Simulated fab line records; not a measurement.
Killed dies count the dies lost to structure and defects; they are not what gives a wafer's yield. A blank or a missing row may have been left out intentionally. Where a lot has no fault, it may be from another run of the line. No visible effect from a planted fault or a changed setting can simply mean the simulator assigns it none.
Matching of chambers :: flow n5_finfet :: N5_STI_FIN_REVEAL_STRIP_24 on rie_diel-03: 4 sister chambers
The step strips in N2/H2, time 90 s. 18 wafers are shown with their chamber, then 9 later ones without.

## WAFERS PAIRED WITH THEIR CHAMBERS
wafer: L076.1
chamber: 1
showerhead_plenum_p_Torr (Torr): 3.32
drypump_motor_current_A (A): 6.7
oes_product_au (a.u.): 0.71

wafer: L076.2
chamber: 2
showerhead_plenum_p_Torr (Torr): 3.31
drypump_motor_current_A (A): 5.9
oes_product_au (a.u.): 0.70

wafer: L076.3
chamber: 3
showerhead_plenum_p_Torr (Torr): 3.58
drypump_motor_current_A (A): 5.7
oes_product_au (a.u.): 0.90

wafer: L077.2
chamber: 1
showerhead_plenum_p_Torr (Torr): 3.32
drypump_motor_current_A (A): 6.8
oes_product_au (a.u.): 0.71

wafer: L077.3
chamber: 0
showerhead_plenum_p_Torr (Torr): 3.22
drypump_motor_current_A (A): 5.5
oes_product_au (a.u.): 0.71

wafer: L077.6
chamber: 0
showerhead_plenum_p_Torr (Torr): 3.21
drypump_motor_current_A (A): 5.5
oes_product_au (a.u.): 0.71

wafer: L078.2
chamber: 3
showerhead_plenum_p_Torr (Torr): 3.58
drypump_motor_current_A (A): 5.7
oes_product_au (a.u.): 0.88

wafer: L078.3
chamber: 1
showerhead_plenum_p_Torr (Torr): 3.32
drypump_motor_current_A (A): 6.8
oes_product_au (a.u.): 0.71

wafer: L078.5
chamber: 3
showerhead_plenum_p_Torr (Torr): 3.58
drypump_motor_current_A (A): 5.7
oes_product_au (a.u.): 0.89

wafer: L080.2
chamber: 3
showerhead_plenum_p_Torr (Torr): 3.58
drypump_motor_current_A (A): 5.6
oes_product_au (a.u.): 0.87

wafer: L080.3
chamber: 1
showerhead_plenum_p_Torr (Torr): 3.31
drypump_motor_current_A (A): 6.7
oes_product_au (a.u.): 0.70

wafer: L080.6
chamber: 3
showerhead_plenum_p_Torr (Torr): 3.58
drypump_motor_current_A (A): 5.7
oes_product_au (a.u.): 0.88

wafer: L082.1
chamber: 0
showerhead_plenum_p_Torr (Torr): 3.21
drypump_motor_current_A (A): 5.5
oes_product_au (a.u.): 0.69

wafer: L082.2
chamber: 3
showerhead_plenum_p_Torr (Torr): 3.57
drypump_motor_current_A (A): 5.7
oes_product_au (a.u.): 0.86

wafer: L082.4
chamber: 0
showerhead_plenum_p_Torr (Torr): 3.21
drypump_motor_current_A (A): 5.5
oes_product_au (a.u.): 0.69

wafer: L086.1
chamber: 0
showerhead_plenum_p_Torr (Torr): 3.20
drypump_motor_current_A (A): 5.5
oes_product_au (a.u.): 0.69

wafer: L086.3
chamber: 3
showerhead_plenum_p_Torr (Torr): 3.57
drypump_motor_current_A (A): 5.6
oes_product_au (a.u.): 0.86

wafer: L086.4
chamber: 1
showerhead_plenum_p_Torr (Torr): 3.31
drypump_motor_current_A (A): 6.8
oes_product_au (a.u.): 0.99

SIGNATURES (averages over the wafers above)
reading: showerhead_plenum_p_Torr
chamber 0: 3.2100
chamber 1: 3.3160
chamber 2: 3.3100
chamber 3: 3.5771
scatter within a chamber: 0.00575

reading: drypump_motor_current_A
chamber 0: 5.500
chamber 1: 6.760
chamber 2: 5.900
chamber 3: 5.671
scatter within a chamber: 0.0433

reading: oes_product_au
chamber 0: 0.6980
chamber 1: 0.7640
chamber 2: 0.7000
chamber 3: 0.8771
scatter within a chamber: 0.0685
Rule: for each reading, subtract the chamber's mean from the wafer's reading, divide by that reading's scatter and square the result; add these up over the readings and take the root, which gives the wafer's distance from the chamber. If the next closest chamber is less than 2 further off than the closest, the wafer can't be placed; otherwise it belongs to the closest. The scatter: the root of (the sum of the squares of (reading less its chamber's mean) over the shown wafers, divided by (wafers less chambers)).

## WAFERS WITHOUT THEIR CHAMBER
wafer: L089.1
showerhead_plenum_p_Torr (Torr): 3.20
drypump_motor_current_A (A): 5.5
oes_product_au (a.u.): 0.68

wafer: L089.3
showerhead_plenum_p_Torr (Torr): 3.56
drypump_motor_current_A (A): 5.7
oes_product_au (a.u.): 0.85

wafer: L089.5
showerhead_plenum_p_Torr (Torr): 3.20
drypump_motor_current_A (A): 5.5
oes_product_au (a.u.): 0.68

wafer: L095.2
showerhead_plenum_p_Torr (Torr): 3.30
drypump_motor_current_A (A): 6.8
oes_product_au (a.u.): 0.94

wafer: L095.3
showerhead_plenum_p_Torr (Torr): 3.20
drypump_motor_current_A (A): 5.5
oes_product_au (a.u.): 0.68

wafer: L095.5
showerhead_plenum_p_Torr (Torr): 3.30
drypump_motor_current_A (A): 6.7
oes_product_au (a.u.): 0.93

wafer: L096.1
showerhead_plenum_p_Torr (Torr): 3.56
drypump_motor_current_A (A): 5.6
oes_product_au (a.u.): 0.85

wafer: L096.2
showerhead_plenum_p_Torr (Torr): 3.30
drypump_motor_current_A (A): 6.7
oes_product_au (a.u.): 0.94

wafer: L096.5
showerhead_plenum_p_Torr (Torr): 3.20
drypump_motor_current_A (A): 5.5
oes_product_au (a.u.): 0.68

## EACH ONE'S CHAMBER
wafer: L089.1
from the rows above: 0
in truth: 0

wafer: L089.3
from the rows above: 3
in truth: 3

wafer: L089.5
from the rows above: 0
in truth: 0

wafer: L095.2
from the rows above: 1
in truth: 1

wafer: L095.3
from the rows above: 0
in truth: 0

wafer: L095.5
from the rows above: 1
in truth: 1

wafer: L096.1
from the rows above: 3
in truth: 3

wafer: L096.2
from the rows above: 1
in truth: 1

wafer: L096.5
from the rows above: 0
in truth: 0
Placed correctly: 9 of 9. Number that these rows cannot place: 0. Wrongly placed: 0.
